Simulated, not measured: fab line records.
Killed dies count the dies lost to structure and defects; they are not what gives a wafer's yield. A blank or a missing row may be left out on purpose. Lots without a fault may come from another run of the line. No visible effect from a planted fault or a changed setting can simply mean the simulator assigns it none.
fab line records + flow nandHarc
[record]
- lots = 6
- wafers = 18
- lastDay = 32
route steps=1302 shown A_DECK1_JOINT@544 A_ONON_D2@545 END@1302
lots that met no fault: from a run of the same line without faults
startH: start of the lot's first displayed wafer, in hours after the record's first day + waitH: how many hours have passed since the lot's step before this one + " repeats the value in the row above + L1.1+2: a single row standing in for several wafers + - no value present, or no start provided + * or withheld: withheld + < > ~ a bound
route shown NAME@n: a module of which the file shows steps, and the number in the route of the first + usual: average and standard deviation across the fault-free wafers + same: alike in all rows + chamber/n: place in a boat + sites: readings site by site + _std_site: the standard deviation of these + _edge_site: the outer-site mean with the inner-site mean subtracted + radiusMm: for every site, how far away it sits from the centre of the wafer + mask NAME#n: copy n + behind: the last tool/chamber to shape the wafer + hold: the reason the lot was held/the length of the hold in hours/how it ended + device: whichever transistor did not switch (one of n, p or np) + end of line: the same wafers' tests at the end of the route + a step given without rows: its recipe and nothing more + killed: at the first sort, the dies lost to defects and structure; wafer yield is something else + map: a wafer's dies, x killed, . not, _ none there
set.NAME: the setting as run; set.NAME@STEP: as run at that earlier step + model.NAME: the simulator's own value behind a step, which no gauge read
lots at selected steps of the route; one table per step, one row per wafer
services: a tool's chamber out of use, with start hour (startH, from the record's first day; less than 0 if before it), hours out, and reason
[[steps]]
[step NHARC_A_DECK1_JOINT_INSPECT_05]
[usual]
- rawDefectCount = 306/110
| lot.wafer | tool             | chamber | startH | waitH | rawDefectCount |
|-----------|------------------|---------|--------|-------|----------------|
| L354.1    | defectInspect-02 | -       | 296.65 | 0.0   | 555            |
| L354.3    | "                | -       | "      | "     | 337            |
| L354.6    | "                | -       | "      | "     | 400            |
| L358.2    | defectInspect-01 | -       | 335.38 | 0.0   | 221            |
| L358.3    | "                | -       | "      | "     | 234            |
| L358.6    | "                | -       | "      | "     | 246            |
| L360.1    | defectInspect-01 | -       | 359.88 | 0.0   | 272            |
| L360.2    | "                | -       | "      | "     | 314            |
| L360.3    | "                | -       | "      | "     | 336            |
| L364.2    | defectInspect-01 | -       | 389.55 | 0.0   | 251            |
| L364.3    | "                | -       | "      | "     | 172            |
| L364.6    | "                | -       | "      | "     | 198            |
| L368.1    | defectInspect-01 | -       | 440.70 | 0.0   | 494            |
| L368.3    | "                | -       | "      | "     | 216            |
| L368.6    | "                | -       | "      | "     | 196            |
| L372.1    | defectInspect-02 | -       | 475.32 | 0.0   | 259            |
| L372.2    | "                | -       | "      | "     | 349            |
| L372.6    | "                | -       | "      | "     | 302            |
[step NHARC_A_ONON_D2_DEP_00]
[recipe]
- targetThkA = 10000
- n2FlowSccm = 2750
- n2oFlowSccm = 2000
- nh3FlowSccm = 500
- sih4FlowSccm = 210
- tempC = 400
[step NHARC_A_ONON_D2_THK_MEAS_02]
[recipe]
- thkMeasGauge = ellipsometry
[usual]
- thkNm = 997/9.6
| lot.wafer | tool         | chamber | startH | waitH | thkNm |
|-----------|--------------|---------|--------|-------|-------|
| L354.1    | filmMetro-01 | -       | 297.23 | -     | 1006  |
| L354.3    | "            | -       | "      | "     | 1008  |
| L354.6    | "            | -       | "      | "     | 1008  |
| L358.2    | filmMetro-02 | -       | 335.96 | -     | 1005  |
| L358.3    | "            | -       | "      | "     | 1005  |
| L358.6    | "            | -       | "      | "     | 1006  |
| L360.1    | filmMetro-02 | -       | 360.45 | -     | 992   |
| L360.2    | "            | -       | "      | "     | 992   |
| L360.3    | "            | -       | "      | "     | 991   |
| L364.2    | filmMetro-01 | -       | 390.12 | -     | 987   |
| L364.3    | "            | -       | "      | "     | 987   |
| L364.6    | "            | -       | "      | "     | 989   |
| L368.1    | filmMetro-01 | -       | 441.28 | -     | 991   |
| L368.3    | "            | -       | "      | "     | 992   |
| L368.6    | "            | -       | "      | "     | 992   |
| L372.1    | filmMetro-01 | -       | 475.90 | -     | 1000  |
| L372.2    | "            | -       | "      | "     | 1000  |
| L372.6    | "            | -       | "      | "     | 1001  |
[step NHARC_A_ONON_D2_DEP_03]
[recipe]
- targetThkA = 10000
- n2FlowSccm = 2750
- n2oFlowSccm = 2000
- nh3FlowSccm = 500
- sih4FlowSccm = 210
- tempC = 400
[step NHARC_A_ONON_D2_THK_MEAS_05]
[recipe]
- thkMeasGauge = ellipsometry
[usual]
- thkNm = 999/10
| lot.wafer | tool         | chamber | startH | waitH | thkNm |
|-----------|--------------|---------|--------|-------|-------|
| L354.1    | filmMetro-02 | -       | 297.79 | -     | 992   |
| L354.3    | "            | -       | "      | "     | 992   |
| L354.6    | "            | -       | "      | "     | 993   |
| L358.2    | filmMetro-01 | -       | 336.53 | -     | 1001  |
| L358.3    | "            | -       | "      | "     | 1002  |
| L358.6    | "            | -       | "      | "     | 1004  |
| L360.1    | filmMetro-01 | -       | 361.02 | -     | 1005  |
| L360.2    | "            | -       | "      | "     | 1004  |
| L360.3    | "            | -       | "      | "     | 1006  |
| L364.2    | filmMetro-01 | -       | 390.69 | -     | 1012  |
| L364.3    | "            | -       | "      | "     | 1011  |
| L364.6    | "            | -       | "      | "     | 1014  |
| L368.1    | filmMetro-02 | -       | 441.84 | -     | 1010  |
| L368.3    | "            | -       | "      | "     | 1011  |
| L368.6    | "            | -       | "      | "     | 1013  |
| L372.1    | filmMetro-01 | -       | 476.47 | -     | 1004  |
| L372.2    | "            | -       | "      | "     | 1006  |
| L372.6    | "            | -       | "      | "     | 1005  |
[step NHARC_A_ONON_D2_DEP_06]
[recipe]
- targetThkA = 10000
- n2FlowSccm = 2750
- n2oFlowSccm = 2000
- nh3FlowSccm = 500
- sih4FlowSccm = 210
- tempC = 400
[step NHARC_A_ONON_D2_THK_MEAS_08]
[recipe]
- thkMeasGauge = ellipsometry
[usual]
- thkNm = 998/9.8
| lot.wafer | tool         | chamber | startH | waitH | thkNm |
|-----------|--------------|---------|--------|-------|-------|
| L354.1    | filmMetro-02 | -       | 298.36 | -     | 1006  |
| L354.3    | "            | -       | "      | "     | 1007  |
| L354.6    | "            | -       | "      | "     | 1006  |
| L358.2    | filmMetro-02 | -       | 337.09 | -     | 993   |
| L358.3    | "            | -       | "      | "     | 992   |
| L358.6    | "            | -       | "      | "     | 992   |
| L360.1    | filmMetro-01 | -       | 361.57 | -     | 990   |
| L360.2    | "            | -       | "      | "     | 988   |
| L360.3    | "            | -       | "      | "     | 988   |
| L364.2    | filmMetro-01 | -       | 391.25 | -     | 988   |
| L364.3    | "            | -       | "      | "     | 990   |
| L364.6    | "            | -       | "      | "     | 989   |
| L368.1    | filmMetro-02 | -       | 442.40 | -     | 1011  |
| L368.3    | "            | -       | "      | "     | 1011  |
| L368.6    | "            | -       | "      | "     | 1011  |
| L372.1    | filmMetro-02 | -       | 477.03 | -     | 1007  |
| L372.2    | "            | -       | "      | "     | 1006  |
| L372.6    | "            | -       | "      | "     | 1004  |
[step NHARC_A_ONON_D2_DEP_09]
[recipe]
- targetThkA = 10000
- n2FlowSccm = 2750
- n2oFlowSccm = 2000
- nh3FlowSccm = 500
- sih4FlowSccm = 210
- tempC = 400
[step NHARC_A_ONON_D2_THK_MEAS_11]
[recipe]
- thkMeasGauge = ellipsometry
[usual]
- thkNm = 999/9.1
| lot.wafer | tool         | chamber | startH | waitH | thkNm |
|-----------|--------------|---------|--------|-------|-------|
| L354.1    | filmMetro-02 | -       | 298.92 | -     | 990   |
| L354.3    | "            | -       | "      | "     | 990   |
| L354.6    | "            | -       | "      | "     | 990   |
| L358.2    | filmMetro-02 | -       | 337.66 | -     | 1005  |
| L358.3    | "            | -       | "      | "     | 1005  |
| L358.6    | "            | -       | "      | "     | 1003  |
| L360.1    | filmMetro-01 | -       | 362.14 | -     | 988   |
| L360.2    | "            | -       | "      | "     | 989   |
| L360.3    | "            | -       | "      | "     | 989   |
| L364.2    | filmMetro-02 | -       | 391.82 | -     | 1000  |
| L364.3    | "            | -       | "      | "     | 998   |
| L364.6    | "            | -       | "      | "     | 999   |
| L368.1    | filmMetro-01 | -       | 442.97 | -     | 998   |
| L368.3    | "            | -       | "      | "     | 997   |
| L368.6    | "            | -       | "      | "     | 997   |
| L372.1    | filmMetro-01 | -       | 477.59 | -     | 1007  |
| L372.2    | "            | -       | "      | "     | 1005  |
| L372.6    | "            | -       | "      | "     | 1005  |
[step NHARC_A_ONON_D2_DEP_12]
[recipe]
- targetThkA = 10000
- n2FlowSccm = 2750
- n2oFlowSccm = 2000
- nh3FlowSccm = 500
- sih4FlowSccm = 210
- tempC = 400
[step NHARC_A_ONON_D2_THK_MEAS_14]
[recipe]
- thkMeasGauge = ellipsometry
[usual]
- thkNm = 1002/8.6
| lot.wafer | tool         | chamber | startH | waitH | thkNm |
|-----------|--------------|---------|--------|-------|-------|
| L354.1    | filmMetro-02 | -       | 299.49 | -     | 1007  |
| L354.3    | "            | -       | "      | "     | 1005  |
| L354.6    | "            | -       | "      | "     | 1006  |
| L358.2    | filmMetro-01 | -       | 338.23 | -     | 993   |
| L358.3    | "            | -       | "      | "     | 994   |
| L358.6    | "            | -       | "      | "     | 996   |
| L360.1    | filmMetro-02 | -       | 362.71 | -     | 1004  |
| L360.2    | "            | -       | "      | "     | 1006  |
| L360.3    | "            | -       | "      | "     | 1006  |
| L364.2    | filmMetro-01 | -       | 392.39 | -     | 1004  |
| L364.3    | "            | -       | "      | "     | 1003  |
| L364.6    | "            | -       | "      | "     | 1002  |
| L368.1    | filmMetro-01 | -       | 443.53 | -     | 1003  |
| L368.3    | "            | -       | "      | "     | 1004  |
| L368.6    | "            | -       | "      | "     | 1004  |
| L372.1    | filmMetro-02 | -       | 478.16 | -     | 998   |
| L372.2    | "            | -       | "      | "     | 999   |
| L372.6    | "            | -       | "      | "     | 998   |
[step NHARC_A_ONON_D2_ANNEAL_15]
[recipe]
- tempC = 750
- timeS = 3600
[step NHARC_A_ONON_D2_DEP_16]
[recipe]
- targetThkA = 10000
- n2FlowSccm = 2750
- n2oFlowSccm = 2000
- nh3FlowSccm = 500
- sih4FlowSccm = 210
- tempC = 400
[usual]
- sih4FlowSccm = 210.0/0.61
| lot.wafer | tool         | chamber | startH | waitH | sih4FlowSccm |
|-----------|--------------|---------|--------|-------|--------------|
| L354.1    | pecvdOnon-03 | 0       | 307.06 | 0.4   | 209.7        |
| L354.3    | "            | 0       | "      | "     | 209.9        |
| L354.6    | "            | 0       | "      | "     | 209.6        |
| L358.2    | pecvdOnon-03 | 0       | 345.29 | 0.4   | 210.8        |
| L358.3    | "            | 0       | "      | "     | 210.2        |
| L358.6    | "            | 0       | "      | "     | 210.9        |
| L360.1    | pecvdOnon-03 | 0       | 370.20 | 0.4   | 208.2        |
| L360.2    | "            | 0       | "      | "     | 210.3        |
| L360.3    | "            | 0       | "      | "     | 210.9        |
| L364.2    | pecvdOnon-04 | 0       | 399.33 | 0.4   | 210.4        |
| L364.3    | "            | 0       | "      | "     | 210.4        |
| L364.6    | "            | 0       | "      | "     | 210.3        |
| L368.1    | pecvdOnon-03 | 0       | 450.43 | 0.4   | 210.5        |
| L368.3    | "            | 0       | "      | "     | 209.6        |
| L368.6    | "            | 0       | "      | "     | 210.0        |
| L372.1    | pecvdOnon-03 | 0       | 487.73 | 0.4   | 210.2        |
| L372.2    | "            | 0       | "      | "     | 210.6        |
| L372.6    | "            | 0       | "      | "     | 209.8        |
[step NHARC_A_ONON_D2_THK_MEAS_18]
[recipe]
- thkMeasGauge = ellipsometry
[usual]
- thkNm = 998/9
| lot.wafer | tool         | chamber | startH | waitH | thkNm |
|-----------|--------------|---------|--------|-------|-------|
| L354.1    | filmMetro-02 | -       | 307.57 | -     | 1005  |
| L354.3    | "            | -       | "      | "     | 1006  |
| L354.6    | "            | -       | "      | "     | 1004  |
| L358.2    | filmMetro-01 | -       | 345.74 | -     | 1512  |
| L358.3    | "            | -       | "      | "     | 1516  |
| L358.6    | "            | -       | "      | "     | 1514  |
| L360.1    | filmMetro-01 | -       | 370.71 | -     | 1513  |
| L360.2    | "            | -       | "      | "     | 1514  |
| L360.3    | "            | -       | "      | "     | 1514  |
| L364.2    | filmMetro-02 | -       | 399.78 | -     | 999   |
| L364.3    | "            | -       | "      | "     | 997   |
| L364.6    | "            | -       | "      | "     | 998   |
| L368.1    | filmMetro-02 | -       | 450.94 | -     | 1003  |
| L368.3    | "            | -       | "      | "     | 1001  |
| L368.6    | "            | -       | "      | "     | 1002  |
| L372.1    | filmMetro-02 | -       | 488.24 | -     | 1003  |
| L372.2    | "            | -       | "      | "     | 1001  |
| L372.6    | "            | -       | "      | "     | 999   |
[step NHARC_A_ONON_D2_DEP_19]
[recipe]
- targetThkA = 10000
- n2FlowSccm = 2750
- n2oFlowSccm = 2000
- nh3FlowSccm = 500
- sih4FlowSccm = 210
- tempC = 400
[step NHARC_END_SORT_01]
[recipe]
- tempC = 25
[usual]
- killedAtArray = 54/17
- killedAtOther = 1.0/1.4
- killedAtPeriphery = 3.6/2.1
- killedDies = 58/17
- killedOpen = 3.2/2
- killedShort = 2.5/1.5
[same]
- grossDies = 677
| lot.wafer | tool      | chamber | startH | waitH | killedAtArray | killedAtOther | killedAtPeriphery | killedDies | killedOpen | killedShort |
|-----------|-----------|---------|--------|-------|---------------|---------------|-------------------|------------|------------|-------------|
| L358.2    | prober-01 | 0       | 630.45 | 2.8   | 673           | 0             | 4                 | 677        | 4          | 3           |
| L358.3    | prober-01 | 0       | 631.25 | 3.1   | 668           | 3             | 6                 | 677        | 2          | 6           |
| L358.6    | prober-01 | 0       | 633.64 | 4.0   | 676           | 1             | 0                 | 677        | 1          | 1           |
| L360.1    | prober-01 | 0       | 638.26 | 2.5   | 672           | 1             | 4                 | 677        | 5          | 4           |
| L360.2    | prober-01 | 0       | 639.06 | 2.8   | 677           | 0             | 0                 | 677        | 2          | 1           |
| L360.3    | prober-01 | 0       | 639.86 | 3.1   | 673           | 1             | 3                 | 677        | 5          | 4           |
// killed by level:class
L358.2 A_ONON_D2:areaDep=586 A_SLIT:chamberFilmFlake=32 A_CHANNEL_HOLE_D1:chamberFilmFlake=25 A_CHANNEL_HOLE_D2:chamberFilmFlake=20 A_DECK1_JOINT:geometricParticle:short=2 P_ZERO_WELL:chamberFilmFlake=2 A_SGD_CUT:chamberFilmFlake=2 P_M1:geometricParticle:open=1
L358.3 A_ONON_D2:areaDep=615 A_SLIT:chamberFilmFlake=23 A_CHANNEL_HOLE_D2:chamberFilmFlake=11 A_CHANNEL_HOLE_D1:chamberFilmFlake=7 A_CHANNEL_FILL_D1:chamberFilmFlake=4 A_SGD_CUT:chamberFilmFlake=3 THIN_TSV:chamberFilmFlake=3 P_CONTACT:geometricParticle:open=2
L358.6 A_ONON_D2:areaDep=597 A_SLIT:chamberFilmFlake=31 A_CHANNEL_HOLE_D2:chamberFilmFlake=28 A_CHANNEL_HOLE_D1:chamberFilmFlake=11 A_SGD_CUT:chamberFilmFlake=2 A_M1:chamberFilmFlake=2 A_CHANNEL_FILL_D2:geometricParticle:open=1 A_M1:geometricParticle:short=1
L360.1 A_ONON_D2:areaDep=612 A_SLIT:chamberFilmFlake=30 A_CHANNEL_HOLE_D1:chamberFilmFlake=10 A_CHANNEL_HOLE_D2:chamberFilmFlake=8 A_CONTACT:chamberFilmFlake=4 A_DECK1_JOINT:chamberFilmFlake=3 P_CONTACT:geometricParticle:open=2 A_CHANNEL_FILL_D1:geometricParticle:short=2
L360.2 A_ONON_D2:areaDep=623 A_SLIT:chamberFilmFlake=28 A_CHANNEL_HOLE_D2:chamberFilmFlake=10 A_CHANNEL_HOLE_D1:chamberFilmFlake=6 A_STAIRCASE:chamberFilmFlake=3 A_CONTACT:chamberFilmFlake=2 A_CHANNEL_FILL_D1:geometricParticle:open=1 A_WL_FILL:geometricParticle:short=1
L360.3 A_ONON_D2:areaDep=620 A_SLIT:chamberFilmFlake=25 A_CHANNEL_HOLE_D2:chamberFilmFlake=12 A_CHANNEL_HOLE_D1:chamberFilmFlake=4 A_CONTACT:chamberFilmFlake=4 P_GATE:geometricParticle:open=1 P_CONTACT:geometricParticle:open=1 P_M0:geometricParticle:open=1
// map L358.2 (x killed, . not)
____________x____________
_________xxxxxxx_________
_______xxxxxxxxxxx_______
______xxxxxxxxxxxxx______
_____xxxxxxxxxxxxxxx_____
____xxxxxxxxxxxxxxxxx____
____xxxxxxxxxxxxxxxxx____
___xxxxxxxxxxxxxxxxxxx___
___xxxxxxxxxxxxxxxxxxx___
__xxxxxxxxxxxxxxxxxxxxx__
__xxxxxxxxxxxxxxxxxxxxx__
_xxxxxxxxxxxxxxxxxxxxxxx_
_xxxxxxxxxxxxxxxxxxxxxxx_
_xxxxxxxxxxxxxxxxxxxxxxx_
_xxxxxxxxxxxxxxxxxxxxxxx_
_xxxxxxxxxxxxxxxxxxxxxxx_
xxxxxxxxxxxxxxxxxxxxxxxxx
xxxxxxxxxxxxxxxxxxxxxxxxx
xxxxxxxxxxxxxxxxxxxxxxxxx
xxxxxxxxxxxxxxxxxxxxxxxxx
xxxxxxxxxxxxxxxxxxxxxxxxx
_xxxxxxxxxxxxxxxxxxxxxxx_
_xxxxxxxxxxxxxxxxxxxxxxx_
_xxxxxxxxxxxxxxxxxxxxxxx_
_xxxxxxxxxxxxxxxxxxxxxxx_
_xxxxxxxxxxxxxxxxxxxxxxx_
__xxxxxxxxxxxxxxxxxxxxx__
__xxxxxxxxxxxxxxxxxxxxx__
___xxxxxxxxxxxxxxxxxxx___
___xxxxxxxxxxxxxxxxxxx___
____xxxxxxxxxxxxxxxxx____
____xxxxxxxxxxxxxxxxx____
_____xxxxxxxxxxxxxxx_____
______xxxxxxxxxxxxx______
_______xxxxxxxxxxx_______
_________xxxxxxx_________
____________x____________
// map L360.1 (x killed, . not)
____________x____________
_________xxxxxxx_________
_______xxxxxxxxxxx_______
______xxxxxxxxxxxxx______
_____xxxxxxxxxxxxxxx_____
____xxxxxxxxxxxxxxxxx____
____xxxxxxxxxxxxxxxxx____
___xxxxxxxxxxxxxxxxxxx___
___xxxxxxxxxxxxxxxxxxx___
__xxxxxxxxxxxxxxxxxxxxx__
__xxxxxxxxxxxxxxxxxxxxx__
_xxxxxxxxxxxxxxxxxxxxxxx_
_xxxxxxxxxxxxxxxxxxxxxxx_
_xxxxxxxxxxxxxxxxxxxxxxx_
_xxxxxxxxxxxxxxxxxxxxxxx_
_xxxxxxxxxxxxxxxxxxxxxxx_
xxxxxxxxxxxxxxxxxxxxxxxxx
xxxxxxxxxxxxxxxxxxxxxxxxx
xxxxxxxxxxxxxxxxxxxxxxxxx
xxxxxxxxxxxxxxxxxxxxxxxxx
xxxxxxxxxxxxxxxxxxxxxxxxx
_xxxxxxxxxxxxxxxxxxxxxxx_
_xxxxxxxxxxxxxxxxxxxxxxx_
_xxxxxxxxxxxxxxxxxxxxxxx_
_xxxxxxxxxxxxxxxxxxxxxxx_
_xxxxxxxxxxxxxxxxxxxxxxx_
__xxxxxxxxxxxxxxxxxxxxx__
__xxxxxxxxxxxxxxxxxxxxx__
___xxxxxxxxxxxxxxxxxxx___
___xxxxxxxxxxxxxxxxxxx___
____xxxxxxxxxxxxxxxxx____
____xxxxxxxxxxxxxxxxx____
_____xxxxxxxxxxxxxxx_____
______xxxxxxxxxxxxx______
_______xxxxxxxxxxx_______
_________xxxxxxx_________
____________x____________
[[services]]
| tool         | chamber | startH | hours | kind |
|--------------|---------|--------|-------|------|
| pecvdOnon-04 | -       | 311.05 | 13.0  | pm   |
| pecvdOnon-03 | -       | 408.00 | 13.0  | pm   |
[[key]]
[firstSign]
- step = NHARC_A_ONON_D2_THK_MEAS_18
- reading = thkNm
- direction = up
- sigmas = 58
- usual = 998
- struck = 1514
[effect]
- step = NHARC_END_SORT_01
- reading = killedDies
- direction = up
- sigmas = 36
- usual = 58
- struck = 677
[moreKillsBornAt]
- NHARC_A_ONON_D2_DEP_16@pecvdOnon-03 = 3653
metAt NHARC_A_ONON_D2_DEP_16
struckWafers L358.2,L358.3,L358.6,L360.1,L360.2,L360.3
laterRowsLeftOut L358.2,L358.3,L358.6,L360.1,L360.2,L360.3
testerLeftOut L358,L360
onsetBetween 307.06 345.29
[fault]
- kind = processParameterDrift
- tool = pecvdOnon-03
- chamber = 0
- onsetH = 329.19
- steps = NHARC_A_ONON_D2_DEP_16
- channel = targetThkA
- offset = *
- shape = step
- endH = 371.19
- actsIn = *
- stated = *
// testerLeftOut: of these lots the tester's yield and bins aren't shown, on N5 and GAA mostly nor the transistor test; their killed dies are dies lost to structure and defects alone, not to doping, threshold or leakage, so they don't give the yield
// laterRowsLeftOut: the simulator's readings of these wafers behind a module that went badly wrong aren't trusted and aren't shown, but for the sort
